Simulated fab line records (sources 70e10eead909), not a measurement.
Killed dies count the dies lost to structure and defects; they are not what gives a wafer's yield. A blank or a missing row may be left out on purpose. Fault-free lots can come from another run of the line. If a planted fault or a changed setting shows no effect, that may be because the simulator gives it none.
Comparing a struck lot with a sound one / flow nandHarc / 22 out of 1159 route steps
Sound: the wafers L196.2, L196.5, L196.6. The struck wafers were L203.1, L203.5, L203.6. Last of all comes the cause.
Each step with rows lists, per side, the tool, then ch with its chambers, then its first start. Under that, the readings that differ: sound wafers / struck wafers / difference of the means / sigmas: that difference in standard deviations of wafers without a fault.
alike: words and numbers the same on both sides, and readings whose means are apart by under 2 such deviations; not compared: readings that were withheld, readings missing a value for some wafer, numbers with overlapping values and no deviation given by the record, and bounds like >300 which may hide the same value.
A row with sigmas, a row that says differs or no value, or rows on one side alone: a step with any of these is where the two part. Numbers that don't overlap but have no deviation are shown without sigmas and don't part them. A reading missing from all wafers of one side parts the sides only when that side holds two or more wafers.

NHARC_A_ZERO_WELL_CD_MEAS_10 targets a cd of 2000 nm.
  sound on cdSem-01 ch 0, day 6 06:02; struck on cdSem-03 ch 0, day 8 01:02
  alike: cdNm
then, 1 step without rows for these wafers: NHARC_A_ZERO_WELL_HARDBAKE_11 (time 65 s).
NHARC_A_ZERO_WELL_DESCUM_12: chemistry O2, time 3 s.
  sound on rieDiel-11 ch 1,2, day 6 06:12; struck on rieDiel-04 ch 1,2,3, day 8 01:13
  alike: drypumpMotorCurrentA, oesProductAu, rfVppV, showerheadPlenumPTorr, throttleValvePct
  not compared: rfHoursCounterH
NHARC_A_ZERO_WELL_ETCH_19: etches the open film in N2/H2, target depth 80 nm, overetch 24 nm, time 87.88 s.
  sound on rieDiel-11 ch 1,2, day 6 06:17; struck on rieDiel-04 ch 0,1, day 8 01:17
reading=oesProductAu (a.u.); sound=0.972 1.002 0.970; struck=1.009 1.013 1.003; difference=+0.027; sigmas=+3
  alike: drypumpMotorCurrentA, rfVppV, showerheadPlenumPTorr, throttleValvePct
  not compared: rfHoursCounterH
NHARC_A_ZERO_WELL_ETCH_13: etches the open film in HBr/Cl2, target depth 120 nm, time 40.1 s.
  sound on rieSi-05 ch 1,2, day 6 06:25; struck on rieSi-05 ch 1,2, day 8 01:24
  alike: drypumpMotorCurrentA, oesProductAu, throttleValvePct
  not compared: rfHoursCounterH
then, 4 steps without rows for these wafers: NHARC_A_ZERO_WELL_STRIP_14 (strips in SPM, time 900 s); NHARC_A_ZERO_WELL_IMPLANT_15; NHARC_A_ZERO_WELL_PRECLEAN_22 (cleans in SC1, time 60 s); NHARC_A_ZERO_WELL_SRD_23.
NHARC_A_ZERO_WELL_RTA_16: time 10 s.
  sound on rtpAnneal-01 ch 0, day 6 07:20; struck on rtpAnneal-01 ch 0, day 8 02:18
  alike: lampPowerPct, lamp_zone_3_pct, wafer_temp_C_max
NHARC_A_ZERO_WELL_INSPECT_17:
  sound on defectInspect-01 at day 6 07:30; struck on defectInspect-01 at day 8 02:30
  alike: rawDefectCount
NHARC_A_SOURCE_PLATE_PRECLEAN_00: cleans in HF-LAST, time 60 s.
  sound on wetBench-02 ch 3,4,7, day 6 07:33; struck on wetBench-02 ch 3,6,7, day 8 02:33
then, 2 steps without rows for these wafers: NHARC_A_SOURCE_PLATE_SRD_01; NHARC_A_SOURCE_PLATE_OXIDE_02 (material SiO2, target thk 10 nm, ox time 1362 s).
NHARC_A_SOURCE_PLATE_THK_MEAS_09: measures by ellipsometry.
  sound on filmMetro-02 at day 6 14:35; struck on filmMetro-01 at day 8 11:36
  alike: thkNm
then, 3 steps without rows for these wafers: NHARC_A_SOURCE_PLATE_PVD_04 (deposits WSi2, target thk 50 nm); NHARC_A_SOURCE_PLATE_CVD_03 (deposits poly-Si, target thk 200 nm, time 4000 s); NHARC_A_SOURCE_PLATE_ANNEAL_05 (time 1800 s).
NHARC_A_SOURCE_PLATE_THK_MEAS_06: measures by ellipsometry.
  sound on filmMetro-02 at day 7 03:43; struck on filmMetro-02 at day 9 01:13
  alike: thkNm
NHARC_A_SOURCE_PLATE_INSPECT_08:
  sound on defectInspect-02 at day 7 03:47; struck on defectInspect-01 at day 9 01:17
reading=rawDefectCount; sound=25 31 30; struck=981 1012 1000; difference=+969; sigmas=+40
after that, 1 step with no rows for these wafers: NHARC_A_ONON_D1_DEP_00 (target thk 1000 nm).
-- break in the record here, with 12 days between the starts of the struck wafers on either side (left off in module A_ONON_D1, picked up again in module END, where the first step shown is number 1159 on the route) --
NHARC_END_SORT_01:
  at this point the record logs the struck wafers (prober-02 ch 0, day 21 00:25) and has no rows for the sound ones

## WHERE THEY PART
First at NHARC_A_ZERO_WELL_ETCH_19; last, within this record, at NHARC_END_SORT_01.

WHY: the cause the simulator had injected
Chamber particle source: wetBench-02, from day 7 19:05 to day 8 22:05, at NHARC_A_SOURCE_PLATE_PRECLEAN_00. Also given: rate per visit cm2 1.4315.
